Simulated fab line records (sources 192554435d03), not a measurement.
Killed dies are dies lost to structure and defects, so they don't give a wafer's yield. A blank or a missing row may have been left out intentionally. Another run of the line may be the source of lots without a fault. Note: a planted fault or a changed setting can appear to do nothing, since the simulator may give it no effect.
2 desks, one fault	flow n5_finfet	only its own numbers are on each desk; what lay behind them is given at the end

== FOR THE TOOL OWNER'S DESK: cvd_co-02 ==
The tool's own readings at N5_BEOL_M5_CO_CAP_78 (material Co, precursor CCTBA/H2, target thk 2 nm, time 102.1 s): means of the sampled wafers that have a number, for each lot that ran on this tool. Any lot whose mean is over 4 standard deviations away from the usual mean is out of limits and marked OUT; that distance is given in the brackets.
Columns: A = heater_power_w at N5_BEOL_M5_CO_CAP_78, usual 233 W; B = run_length_s at N5_BEOL_M5_CO_CAP_78, usual 125.0 s
lot	first seen here	A	B
L466	day 10 22:16	219	125.2
L469	day 11 18:37	231	116.3 (-18) OUT
L473	day 12 09:01	210	116.7 (-17) OUT
L472	day 12 13:59	234	116.4 (-18) OUT
This desk finds L469, L472, L473 out of limits, L469 being first, at day 11 18:37 (run_length_s at N5_BEOL_M5_CO_CAP_78). Within limits: L466.

== AT THE METROLOGY DESK ==
Means of the sampled wafers that have a number, per lot and without regard to the tool the lot ran on: this is what the gauges read. Any lot whose mean is over 4 standard deviations away from the usual mean is out of limits and marked OUT; that distance is given in the brackets.
Columns: A = M5_THK at N5_BEOL_M5_THK_MEAS_53, usual 62.3 nm
lot	first seen here	A
L458	day 9 05:35	62.8
L466	day 10 22:12	62.6
L469	day 11 18:32	62.3
L468	day 12 03:20	61.2
L473	day 12 08:56	61.7
L472	day 12 13:55	65.1
L478	day 14 09:54	62.3
This desk found nothing out of limits on any of the 7 lots.

== ALL TOGETHER ==
The tool owner's desk had the chance to raise an alarm at day 11 18:37 on L469, L472, L473.
Metrology desk: nothing out of limits seen.
The metrology desk holds a record of L469, L472, L473, inside its limits.
The lots listed all ran N5_BEOL_M5_CO_CAP_78 on cvd_co-02.

== WHAT THE SIMULATOR HAD INSERTED ==
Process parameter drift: cvd_co-02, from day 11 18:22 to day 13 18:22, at N5_BEOL_M5_CO_CAP_78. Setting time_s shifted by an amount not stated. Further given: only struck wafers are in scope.
Lots struck among those shown: L469, L472, L473.
Delay in hours, fault start to first out-of-limits reading, by desk: the tool owner's desk at 0.
